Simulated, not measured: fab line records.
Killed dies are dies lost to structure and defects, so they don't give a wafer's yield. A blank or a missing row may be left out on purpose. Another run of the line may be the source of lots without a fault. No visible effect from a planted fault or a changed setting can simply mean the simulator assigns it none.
Which of the tools did it? | flow n5 finfet | Sampling: 24 lots, 72 wafers, 6 of 1938 route steps

== WHAT EACH GAUGE READ, for each wafer ==
The record holds no reading of a measuring or inspecting step that can be judged against a usual standard deviation.

== WHAT TOOL EACH LOT RAN ON (gives the tool, then ch and the chambers of the sampled wafers, and finally the start) ==
lot  | N5_BEOL_M12_SPUTTER_45       | N5_BEOL_M12_CMP_49            | N5_BEOL_M13_DESCUM_15              | N5_BEOL_M13_STRIP_64                 | N5_BEOL_M13_SPUTTER_44       | N5_BEOL_M14_ILD_DEP_00
L075 | pvd sputter-01, day 11 22:56 | cmp-01 ch 1,2, day 11 23:30   | rie diel-04 ch 1,3, day 12 00:39   | plasma asher-01 ch 0,1, day 12 01:11 | pvd sputter-02, day 12 03:25 | pecvd-04 ch 1,2, day 12 04:35
L077 | pvd sputter-02, day 12 05:38 | cmp-03 ch 1,2,3, day 12 06:28 | rie diel-01 ch 1,2,3, day 12 07:35 | plasma asher-01 ch 0,1, day 12 07:58 | pvd sputter-01, day 12 11:39 | pecvd-04 ch 0,1,2, day 12 13:01
L074 | pvd sputter-01, day 12 14:47 | cmp-04 ch 0,3, day 12 15:24   | rie diel-04 ch 0,1,3, day 12 16:25 | plasma asher-02 ch 0,1, day 12 16:49 | pvd sputter-03, day 12 20:47 | pecvd-04 ch 1,2, day 12 22:20
L076 | pvd sputter-01, day 12 15:07 | cmp-03 ch 0,1,3, day 12 15:45 | rie diel-01 ch 0,3, day 12 16:43   | plasma asher-01 ch 0,1, day 12 17:08 | pvd sputter-02, day 12 20:41 | pecvd-03 ch 0,1, day 12 21:59
L079 | pvd sputter-02, day 13 08:04 | cmp-04 ch 0,1,3, day 13 08:44 | rie diel-01 ch 0,2,3, day 13 09:44 | plasma asher-02 ch 0,1, day 13 10:07 | pvd sputter-02, day 13 14:38 | pecvd-03 ch 0,1,2, day 13 15:47
L078 | pvd sputter-02, day 13 11:20 | cmp-03 ch 0,2, day 13 11:54   | rie diel-04 ch 1,3, day 13 13:07   | plasma asher-01 ch 0,1, day 13 13:38 | pvd sputter-01, day 13 15:25 | pecvd-03 ch 0,2, day 13 16:35
L081 | pvd sputter-02, day 14 01:51 | cmp-03 ch 1,3, day 14 02:29   | rie diel-06 ch 0,2, day 14 03:38   | plasma asher-02 ch 0,1, day 14 04:01 | pvd sputter-02, day 14 07:10 | pecvd-01 ch 1,2, day 14 08:18
L080 | pvd sputter-02, day 14 02:13 | cmp-01 ch 0,1,3, day 14 03:02 | rie diel-04 ch 0,1, day 14 04:38   | plasma asher-02 ch 0,1, day 14 05:01 | pvd sputter-02, day 14 09:16 | pecvd-01 ch 1,2, day 14 10:42
L083 | pvd sputter-01, day 14 15:54 | cmp-01 ch 0,3, day 14 17:02   | rie diel-04 ch 0,1,3, day 14 18:42 | plasma asher-01 ch 0,1, day 14 19:05 | pvd sputter-03, day 14 22:38 | pecvd-04 ch 0,1,2, day 14 23:47
L085 | pvd sputter-02, day 15 03:46 | cmp-04 ch 0,1,2, day 15 04:28 | rie diel-04 ch 0,3, day 15 05:37   | plasma asher-01 ch 0,1, day 15 05:59 | pvd sputter-01, day 15 11:52 | pecvd-03 ch 0,1, day 15 13:01
L084 | pvd sputter-01, day 15 04:31 | cmp-03 ch 1,2, day 15 05:07   | rie diel-04 ch 0,1,3, day 15 06:16 | plasma asher-02 ch 0, day 15 06:39   | pvd sputter-02, day 15 12:14 | pecvd-01 ch 0,1, day 15 13:33
L082 | pvd sputter-02, day 15 04:49 | cmp-04 ch 0,1,3, day 15 05:32 | rie diel-06 ch 1,2,3, day 15 06:58 | plasma asher-01 ch 0,1, day 15 07:21 | pvd sputter-02, day 15 12:35 | pecvd-01 ch 0,1, day 15 13:49
L086 | pvd sputter-02, day 15 05:35 | cmp-01 ch 0,1,3, day 15 06:09 | rie diel-01 ch 1,2,3, day 15 07:41 | plasma asher-02 ch 0,1, day 15 08:04 | pvd sputter-01, day 15 13:57 | pecvd-01 ch 0,1,2, day 15 15:05
L087 | pvd sputter-02, day 15 06:16 | cmp-04 ch 0,2,3, day 15 06:49 | rie diel-04 ch 0,1,3, day 15 08:23 | plasma asher-02 ch 0,1, day 15 08:46 | pvd sputter-01, day 15 13:17 | pecvd-04 ch 2, day 15 14:26
L088 | pvd sputter-03, day 16 04:33 | cmp-04 ch 1,2, day 16 05:07   | rie diel-01 ch 0,3, day 16 06:16   | plasma asher-01 ch 0,1, day 16 06:38 | pvd sputter-01, day 16 15:20 | pecvd-04 ch 0,1, day 16 16:29
L090 | pvd sputter-01, day 16 07:05 | cmp-04 ch 0,1, day 16 07:50   | rie diel-04 ch 0,1,3, day 16 08:59 | plasma asher-01 ch 0,1, day 16 09:22 | pvd sputter-02, day 16 15:50 | pecvd-04 ch 0,2, day 16 17:30
L089 | pvd sputter-03, day 16 07:39 | cmp-03 ch 0,3, day 16 08:17   | rie diel-04 ch 0,1,3, day 16 09:19 | plasma asher-01 ch 0,1, day 16 09:44 | pvd sputter-03, day 16 15:52 | pecvd-01 ch 1, day 16 17:36
L091 | pvd sputter-02, day 16 15:35 | cmp-03 ch 1,2,3, day 16 16:54 | rie diel-01 ch 0,1,3, day 16 18:04 | plasma asher-01 ch 0,1, day 16 18:28 | pvd sputter-02, day 17 06:36 | pecvd-01 ch 0,1,2, day 17 08:15
L093 | pvd sputter-02, day 16 22:47 | cmp-01 ch 0,1, day 16 23:20   | rie diel-04 ch 0,1,3, day 17 00:31 | plasma asher-02 ch 0,1, day 17 00:57 | pvd sputter-02, day 17 07:07 | pecvd-01 ch 0,1,2, day 17 08:29
L092 | pvd sputter-02, day 17 01:34 | cmp-03 ch 0,1,3, day 17 02:07 | rie diel-06 ch 0,1,3, day 17 03:16 | plasma asher-02 ch 1, day 17 03:39   | pvd sputter-02, day 17 08:11 | pecvd-04 ch 0, day 17 09:19
L097 | pvd sputter-02, day 17 06:19 | cmp-01 ch 0,1,2, day 17 06:58 | rie diel-04 ch 0,1, day 17 07:54   | plasma asher-02 ch 1, day 17 08:17   | pvd sputter-01, day 17 13:23 | pecvd-01 ch 1,2, day 17 14:32
L094 | pvd sputter-03, day 17 17:35 | cmp-01 ch 0,1,3, day 17 18:14 | rie diel-04 ch 0,1, day 17 19:44   | plasma asher-02 ch 0,1, day 17 20:08 | pvd sputter-01, day 18 00:26 | pecvd-03 ch 0,1,2, day 18 01:40
L095 | pvd sputter-02, day 18 04:49 | cmp-03 ch 0,1,3, day 18 05:26 | rie diel-04 ch 0,2,3, day 18 06:28 | plasma asher-01 ch 0,1, day 18 06:51 | pvd sputter-03, day 18 09:23 | pecvd-03 ch 1,2, day 18 10:52
L096 | pvd sputter-03, day 18 05:38 | cmp-01 ch 2,3, day 18 06:12   | rie diel-04 ch 1,2, day 18 07:13   | plasma asher-02 ch 0,1, day 18 07:36 | pvd sputter-01, day 18 11:55 | pecvd-04 ch 0,2, day 18 13:04
- N5_BEOL_M12_SPUTTER_45: material Cu, target thk 80 nm, time 13.33 s.
- N5_BEOL_M12_CMP_49: polishes, stops on SiOC, t overpolish 20.6 s, target thk 320 nm.
- N5_BEOL_M13_DESCUM_15: chemistry O2, time 7.9 s.
- N5_BEOL_M13_STRIP_64: strips in N2/H2.
- N5_BEOL_M13_SPUTTER_44: material Ta, target thk 10 nm, time 16.13 s.
- N5_BEOL_M14_ILD_DEP_00: deposits SiO2 from TEOS/O2, target thk 1119.3 nm, time 237.4 s.

== WHAT THE TOOLS THEMSELVES READ (means of the sampled wafers that have a number; where no wafer has one, the mark that the record gives instead) ==
N5_BEOL_M12_SPUTTER_45.
lot  | tool           | chamber pressure pa (Pa) | throttle valve pct (%)
L075 | pvd sputter-01 | 0.13012                  | 30.4
L077 | pvd sputter-02 | 0.12988                  | 30.0
L074 | pvd sputter-01 | 0.13000                  | 30.3
L076 | pvd sputter-01 | 0.12975                  | 30.4
L079 | pvd sputter-02 | 0.12991                  | 30.2
L078 | pvd sputter-02 | 0.13003                  | 30.4
L081 | pvd sputter-02 | 0.13012                  | 30.0
L080 | pvd sputter-02 | 0.12993                  | 29.6
L083 | pvd sputter-01 | 0.12996                  | 30.2
L085 | pvd sputter-02 | 0.13009                  | 30.5
L084 | pvd sputter-01 | 0.12988                  | 30.6
L082 | pvd sputter-02 | 0.12999                  | 30.2
L086 | pvd sputter-02 | 0.13014                  | 30.1
L087 | pvd sputter-02 | 0.12968                  | 29.5
L088 | pvd sputter-03 | 0.13005                  | 29.6
L090 | pvd sputter-01 | 0.12993                  | 30.3
L089 | pvd sputter-03 | 0.12971                  | 29.6
L091 | pvd sputter-02 | 0.13028                  | 30.3
L093 | pvd sputter-02 | 0.12990                  | 30.0
L092 | pvd sputter-02 | 0.12979                  | 30.0
L097 | pvd sputter-02 | 0.12989                  | 29.8
L094 | pvd sputter-03 | 0.12994                  | 30.6
L095 | pvd sputter-02 | 0.12973                  | 30.1
L096 | pvd sputter-03 | 0.13000                  | 29.7

N5_BEOL_M12_CMP_49.
lot  | tool   | barrier field endpoint s (s) | clearing platen down force psi (psi) | edge zone pressure frac | motor current A (A) | overpolish run s (s)
L075 | cmp-01 | 31.7                         | 1.498                                | 1.005                   | 6.5                 | 20.600
L077 | cmp-03 | 29.5                         | 1.499                                | 1.007                   | 5.9                 | 20.599
L074 | cmp-04 | 30.0                         | 1.500                                | 1.000                   | 5.9                 | 20.597
L076 | cmp-03 | 29.8                         | 1.499                                | 1.001                   | 5.5                 | 20.601
L079 | cmp-04 | 29.8                         | 1.497                                | 1.000                   | 6.1                 | 20.602
L078 | cmp-03 | 30.8                         | 1.498                                | 1.000                   | 5.0                 | 20.612
L081 | cmp-03 | 29.6                         | 1.499                                | 1.001                   | 6.1                 | 20.601
L080 | cmp-01 | 29.7                         | 1.498                                | 1.001                   | 6.2                 | 20.597
L083 | cmp-01 | 30.2                         | 1.501                                | 1.008                   | 6.3                 | 20.596
L085 | cmp-04 | 29.9                         | 1.498                                | 1.002                   | 6.0                 | 20.595
L084 | cmp-03 | 30.5                         | 1.502                                | 1.000                   | 5.9                 | 20.593
L082 | cmp-04 | 30.9                         | 1.498                                | 0.995                   | 6.1                 | 20.594
L086 | cmp-01 | 30.5                         | 1.502                                | 0.999                   | 6.1                 | 20.599
L087 | cmp-04 | 30.4                         | 1.499                                | 1.001                   | 6.1                 | 20.605
L088 | cmp-04 | 29.9                         | 1.495                                | 0.990                   | 6.2                 | 20.605
L090 | cmp-04 | 29.9                         | 1.500                                | 0.999                   | 5.9                 | 20.602
L089 | cmp-03 | 30.9                         | 1.501                                | 1.000                   | 5.1                 | 20.599
L091 | cmp-03 | 29.8                         | 1.499                                | 1.001                   | 6.2                 | 20.611
L093 | cmp-01 | 30.6                         | 1.502                                | 0.996                   | 6.0                 | 20.599
L092 | cmp-03 | 30.7                         | 1.499                                | 1.002                   | 5.6                 | 20.602
L097 | cmp-01 | 30.6                         | 1.499                                | 1.000                   | 6.4                 | 20.606
L094 | cmp-01 | 30.4                         | 1.504                                | 1.000                   | 6.2                 | 20.604
L095 | cmp-03 | 29.9                         | 1.496                                | 1.001                   | 5.7                 | 20.597
L096 | cmp-01 | 30.9                         | 1.500                                | 1.012                   | 6.7                 | 20.602

N5_BEOL_M13_DESCUM_15.
lot  | tool        | drypump motor current A (A) | oes product au (a.u.) | rf vpp V (V) | showerhead plenum p Torr (Torr) | throttle valve pct (%)
L075 | rie diel-04 | 5.4                         | 0.93                  | 243.6        | 2.11                            | 20.42
L077 | rie diel-01 | 5.4                         | 0.80                  | 243.9        | 2.11                            | 20.41
L074 | rie diel-04 | 5.4                         | 0.92                  | 243.3        | 2.11                            | 20.45
L076 | rie diel-01 | 6.0                         | 0.87                  | 243.1        | 2.05                            | 20.10
L079 | rie diel-01 | 5.6                         | 0.84                  | 242.8        | 2.07                            | 20.22
L078 | rie diel-04 | 5.4                         | 0.89                  | 243.5        | 2.11                            | 20.45
L081 | rie diel-06 | 5.4                         | 0.74                  | 243.1        | 2.03                            | 20.69
L080 | rie diel-04 | 5.4                         | 0.90                  | 245.0        | 2.13                            | 20.51
L083 | rie diel-04 | 5.4                         | 0.87                  | 243.7        | 2.10                            | 20.47
L085 | rie diel-04 | 5.2                         | 0.86                  | 243.2        | 2.10                            | 20.47
L084 | rie diel-04 | 5.3                         | 0.87                  | 244.0        | 2.10                            | 20.48
L082 | rie diel-06 | 5.3                         | 0.79                  | 242.9        | 2.06                            | 20.20
L086 | rie diel-01 | 5.4                         | 0.77                  | 243.6        | 2.11                            | 20.44
L087 | rie diel-04 | 5.4                         | 0.86                  | 242.6        | 2.10                            | 20.50
L088 | rie diel-01 | 6.0                         | 0.83                  | 242.9        | 2.04                            | 20.15
L090 | rie diel-04 | 5.4                         | 0.85                  | 243.0        | 2.10                            | 20.50
L089 | rie diel-04 | 5.4                         | 0.85                  | 243.4        | 2.10                            | 20.48
L091 | rie diel-01 | 5.8                         | 0.79                  | 242.6        | 2.09                            | 20.33
L093 | rie diel-04 | 5.4                         | 0.84                  | 243.5        | 2.09                            | 20.50
L092 | rie diel-06 | 5.4                         | 0.74                  | 241.8        | 2.01                            | 20.46
L097 | rie diel-04 | 5.5                         | 0.85                  | 244.0        | 2.12                            | 20.56
L094 | rie diel-04 | 5.5                         | 0.85                  | 244.2        | 2.12                            | 20.57
L095 | rie diel-04 | 5.3                         | 0.79                  | 243.3        | 2.04                            | 20.44
L096 | rie diel-04 | 5.6                         | 0.80                  | 243.5        | 2.07                            | 20.47

N5_BEOL_M13_STRIP_64.
lot  | tool            | drypump motor current A (A) | heater power w (W) | oes product au (a.u.) | strip time to endpoint s (s)
L075 | plasma asher-01 | 5.3                         | 337                | 0.715                 | 31.29
L077 | plasma asher-01 | 5.3                         | 337                | 0.713                 | 31.33
L074 | plasma asher-02 | 6.0                         | 341                | 0.719                 | 31.38
L076 | plasma asher-01 | 5.4                         | 317                | 0.714                 | 31.24
L079 | plasma asher-02 | 6.1                         | 347                | 0.713                 | 31.18
L078 | plasma asher-01 | 5.3                         | 338                | 0.711                 | 31.35
L081 | plasma asher-02 | 6.0                         | 336                | 0.713                 | 31.37
L080 | plasma asher-02 | 6.0                         | 334                | 0.716                 | 31.30
L083 | plasma asher-01 | 5.4                         | 323                | 0.719                 | 31.30
L085 | plasma asher-01 | 5.3                         | 335                | 0.720                 | 31.36
L084 | plasma asher-02 | 5.9                         | 331                | 0.714                 | 31.34
L082 | plasma asher-01 | 5.5                         | 322                | 0.717                 | 31.31
L086 | plasma asher-02 | 6.1                         | 344                | 0.716                 | 31.35
L087 | plasma asher-02 | 6.0                         | 335                | 0.714                 | 31.25
L088 | plasma asher-01 | 5.4                         | 326                | 0.711                 | 31.18
L090 | plasma asher-01 | 5.3                         | 338                | 0.715                 | 31.29
L089 | plasma asher-01 | 5.4                         | 325                | 0.715                 | 31.26
L091 | plasma asher-01 | 5.3                         | 338                | 0.716                 | 31.38
L093 | plasma asher-02 | 6.1                         | 346                | 0.711                 | 31.24
L092 | plasma asher-02 | 6.3                         | 356                | 0.714                 | 31.37
L097 | plasma asher-02 | 6.2                         | 349                | 0.714                 | 31.25
L094 | plasma asher-02 | 6.1                         | 338                | 0.716                 | 31.36
L095 | plasma asher-01 | 5.4                         | 318                | 0.713                 | 31.38
L096 | plasma asher-02 | 6.0                         | 333                | 0.714                 | 31.22

N5_BEOL_M13_SPUTTER_44.
lot  | tool           | chamber pressure pa (Pa) | throttle valve pct (%)
L075 | pvd sputter-02 | 0.06996                  | 29.7
L077 | pvd sputter-01 | 0.07007                  | 30.3
L074 | pvd sputter-03 | 0.07004                  | 30.0
L076 | pvd sputter-02 | 0.06999                  | 30.4
L079 | pvd sputter-02 | 0.06987                  | 30.1
L078 | pvd sputter-01 | 0.06991                  | 30.2
L081 | pvd sputter-02 | 0.06998                  | 30.1
L080 | pvd sputter-02 | 0.06997                  | 30.5
L083 | pvd sputter-03 | 0.06995                  | 30.3
L085 | pvd sputter-01 | 0.06993                  | 30.1
L084 | pvd sputter-02 | 0.07006                  | 30.3
L082 | pvd sputter-02 | 0.06999                  | 29.8
L086 | pvd sputter-01 | 0.07007                  | 30.3
L087 | pvd sputter-01 | 0.06998                  | 30.2
L088 | pvd sputter-01 | 0.07005                  | 30.4
L090 | pvd sputter-02 | 0.07024                  | 29.5
L089 | pvd sputter-03 | 0.07015                  | 29.6
L091 | pvd sputter-02 | 0.07006                  | 29.9
L093 | pvd sputter-02 | 0.06994                  | 29.6
L092 | pvd sputter-02 | 0.06981                  | 29.8
L097 | pvd sputter-01 | 0.06993                  | 30.2
L094 | pvd sputter-01 | 0.07014                  | 30.0
L095 | pvd sputter-03 | 0.07007                  | 29.3
L096 | pvd sputter-01 | 0.07014                  | 30.2

N5_BEOL_M14_ILD_DEP_00.
lot  | tool     | heater power w (W) | showerhead plenum p Torr (Torr) | throttle valve pct (%)
L075 | pecvd-04 | 573                | 8.36                            | 18.7
L077 | pecvd-04 | 640                | 8.32                            | 18.4
L074 | pecvd-04 | 589                | 8.36                            | 18.7
L076 | pecvd-03 | 608                | 8.31                            | 20.0
L079 | pecvd-03 | 629                | 8.33                            | 19.2
L078 | pecvd-03 | 633                | 8.33                            | 19.2
L081 | pecvd-01 | 447                | 8.34                            | 18.6
L080 | pecvd-01 | 445                | 8.33                            | 18.7
L083 | pecvd-04 | 563                | 8.33                            | 18.4
L085 | pecvd-03 | 622                | 8.31                            | 19.9
L084 | pecvd-01 | 551                | 8.35                            | 18.5
L082 | pecvd-01 | 599                | 8.34                            | 18.5
L086 | pecvd-01 | 541                | 8.34                            | 18.7
L087 | pecvd-04 | 561                | 8.39                            | 18.2
L088 | pecvd-04 | 584                | 8.32                            | 19.1
L090 | pecvd-04 | 631                | 8.34                            | 17.9
L089 | pecvd-01 | 475                | 8.38                            | 17.9
L091 | pecvd-01 | 534                | 8.34                            | 18.6
L093 | pecvd-01 | 528                | 8.34                            | 18.6
L092 | pecvd-04 | 662                | 8.29                            | 17.7
L097 | pecvd-01 | 481                | 8.37                            | 18.2
L094 | pecvd-03 | 672                | 8.31                            | 19.4
L095 | pecvd-03 | 618                | 8.31                            | 19.3
L096 | pecvd-04 | 614                | 8.35                            | 18.1

== THE ANSWER, worked out from the rows above alone ==
Rule: the lots themselves supply what counts as usual. Put in order of their means at a reading, lots are off if they are a third of the lots or fewer, leave a main group of 4 or more, and stand apart from it by a gap of 3 or more times the standard deviation of the main group's means; of several such gaps the widest counts. If all means in a main group match to the digits the tables above print for the reading, that group is not used. A lot without any number at a reading at which 4 lots or more have one is off too. Any other lot the step has rows for is counted as sound. After the gauges, taken in route order, come the tools' own readings; for these a lot's mean is taken, as printed above. The first step at which some lot is off is used, and at that step the reading that is off furthest; a lot without a number counts as furthest.
No lot is off at any reading shown: from this, nothing can be told.

== WHAT WAS PUT IN BY THE SIMULATOR ==
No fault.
